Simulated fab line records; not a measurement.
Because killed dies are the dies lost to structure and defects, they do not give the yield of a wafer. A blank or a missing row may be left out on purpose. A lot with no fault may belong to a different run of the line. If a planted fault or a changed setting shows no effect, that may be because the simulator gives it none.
Chamber matching | flow nand harc | 4 sister chambers for NHARC_A_WL_FILL_ALD_19 on ald metal-04
The step deposits TiN, target thk 2 nm, pulse time 3 s, ald cycles 100. 14 wafers are shown with their chamber, then 7 later ones without.

WAFERS WITH THEIR CHAMBER
wafer  | chamber | heater power w (W) | precursor pulse height rel
L077.1 | 0       | 1247               | 1.014
L077.3 | 3       | 1223               | 0.996
L077.5 | 3       | 1211               | 1.013
L078.2 | 3       | 1222               | 1.001
L078.5 | 2       | 1155               | 0.996
L078.6 | 1       | 1267               | 1.027
L088.2 | 2       | 1119               | 1.026
L088.5 | 0       | 1295               | 0.996
L088.6 | 1       | 1279               | 0.981
L089.3 | 1       | 1305               | 0.993
L089.4 | 2       | 1116               | 0.990
L089.5 | 1       | 1291               | 0.967
L090.1 | 0       | 1316               | 0.967
L090.3 | 2       | 1112               | 1.010

SIGNATURES, as means of the wafers listed above
reading                    | chamber 0 | chamber 1 | chamber 2 | chamber 3 | scatter within a chamber
heater power w             | 1286.00   | 1285.50   | 1125.50   | 1218.67   | 21.4
precursor pulse height rel | 0.99233   | 0.99200   | 1.00550   | 1.00333   | 0.0201
Rule: distance of a wafer from a chamber = root of the sum over the readings of ((wafer's reading minus chamber's mean) / reading's scatter) squared. If the next closest chamber is less than 2 further off than the closest, the wafer can't be placed; otherwise it belongs to the closest. How the scatter is found: for the shown wafers, subtract from each reading the mean of its chamber, square and add these, divide the total by (wafers less chambers), then take the root.

WAFERS WHOSE CHAMBER IS MISSING
wafer  | heater power w (W) | precursor pulse height rel
L090.4 | 1146               | 0.982
L095.2 | 1111               | 0.996
L095.4 | 1275               | 1.021
L095.6 | 1155               | 1.024
L097.2 | 1107               | 0.997
L097.3 | 1170               | 0.995
L097.4 | 1249               | 1.010

EACH ONE'S CHAMBER
wafer  | from the rows above          | in truth
L090.4 | 2                            | 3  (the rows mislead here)
L095.2 | 2                            | 2
L095.4 | can't be placed: 0 or 1 or 3 | 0
L095.6 | can't be placed: 2 or 3      | 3
L097.2 | 2                            | 2
L097.3 | can't be placed: 2 or 3      | 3
L097.4 | can't be placed: 3 or 1 or 0 | 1
Placed correctly: 2 of 7. Not placeable from these rows: 4 (in 4, the candidates include the true chamber). Wrongly placed: 1.
